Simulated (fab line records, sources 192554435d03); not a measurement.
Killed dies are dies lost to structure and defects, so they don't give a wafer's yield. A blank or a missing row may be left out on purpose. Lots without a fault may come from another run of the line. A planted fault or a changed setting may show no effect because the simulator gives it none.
A struck lot beside a sound one | flow n5_finfet | 14 steps out of a route of 1938
Sound: wafers L304.1, L304.2, L304.3. Struck: wafer L311.4. (L311.3, L311.5 of the same lot were not struck and are left out.) The cause comes at the end.
At each step with rows: each side's tool, then ch and its chambers, then its first start. Under that, the readings that differ: sound wafers | struck wafers | difference of the means | sigmas: that difference in standard deviations of wafers without a fault.
alike: readings whose means differ by less than 2 such deviations, and words and numbers that are the same on both sides. not compared: withheld readings, readings that some wafer has no value for, bounds like >300 that may hide the same value, and numbers for which the record gives no deviation and whose values overlap.
The two part at a step that has a row with sigmas, a row that says differs or no value, or rows on one side only. Numbers that don't overlap but have no deviation are shown without sigmas and don't part them. A reading that every wafer of one side lacks parts them only if that side has two wafers or more.

N5_BEOL_M11_CURE_72: cures SiCOH lowk, time 120 s.
  sound on uv_cure-03 ch 0, day 13 15:46; struck on uv_cure-01 ch 1, day 17 03:37
  reading            | sound             | struck | difference | sigmas
  lamp_power_pct (%) | 52.24 52.26 52.26 | 52.37  | +0.12      | +2
  alike: wafer_temp_C_max
N5_BEOL_M11_DEGAS_44: time 60 s.
  sound on pvd_sputter-02, day 13 16:05; struck on pvd_sputter-02, day 17 04:11
  alike: heater_power_w
N5_BEOL_M11_PRE_CLEAN_45: time 30 s.
  sound on pvd_sputter-02, day 13 16:08; struck on pvd_sputter-02, day 17 04:14
  alike: heater_power_w
N5_BEOL_M11_ALD_74: deposits TaN, target thk 2 nm, pulse time 2 s, purge time 3 s.
  sound on ald_metal-01 ch 0,2,3, day 13 16:25; struck on ald_metal-03 ch 0, day 17 04:31
  alike: heater_power_w, precursor_vessel_pressure_torr
then, 5 steps without rows for these wafers: N5_BEOL_M11_SURFACE_TREAT_76; N5_BEOL_M11_CVD_75 (deposits Co from CCTBA/H2, target thk 2 nm, time 138.9 s); N5_BEOL_M11_SPUTTER_48 (material Cu, target thk 12 nm, time 2 s); N5_BEOL_M11_ECD_50 (material Cu, target thk 318 nm); N5_BEOL_M11_ANNEAL_51 (time 90 s).
N5_BEOL_M11_CMP_52: polishes, stops on SiCOH lowk, t overpolish 7 s, target thk 140 nm.
  sound on cmp-01 ch 0,2,3, day 13 18:47; struck on cmp-03 ch 0, day 17 06:18
  reading                    | sound             | struck | difference | sigmas
  slurry_filter_dp_kPa (kPa) | 13.55 13.52 13.29 | 13.06  | -0.39      | -3
  alike: barrier_field_endpoint_s, motor_current_A, overpolish_run_s, time_to_endpoint_s
N5_BEOL_M11_THK_MEAS_53: measures by xrf.
  sound on film_metro-01, day 13 19:04; struck on film_metro-01, day 17 06:34
  alike: M11_THK
then, 1 step without rows for these wafers: N5_BEOL_M11_PRE_CLEAN_55 (time 15 s).
N5_BEOL_M11_DEP_56: deposits SiCN from 3MS/NH3, target thk 30 nm, time 10.5 s.
  sound on pecvd-01 ch 0,1,2, day 13 19:08; struck on pecvd-01 ch 1, day 17 06:37
  reading                                   | sound      | struck | difference | sigmas
  model.SiCN_of_BEOL_M11_DEP_56.thk_nm (nm) | 30 30.2 30 | 53.6   | +23.5      |
  alike: showerhead_plenum_p_Torr, showerhead_vpp_V, throttle_valve_pct
N5_BEOL_M11_RS_MEAS_57: measures by four-point-probe.
  sound on film_metro-01, day 13 19:11; struck on film_metro-02, day 17 06:42
  alike: M11_RS

WHERE THEY PART
First at N5_BEOL_M11_CURE_72; last, within this record, at N5_BEOL_M11_CMP_52. Later steps at which nothing parts them and some readings are alike: N5_BEOL_M11_THK_MEAS_53, N5_BEOL_M11_DEP_56, N5_BEOL_M11_RS_MEAS_57.

WHY: what the simulator had put in
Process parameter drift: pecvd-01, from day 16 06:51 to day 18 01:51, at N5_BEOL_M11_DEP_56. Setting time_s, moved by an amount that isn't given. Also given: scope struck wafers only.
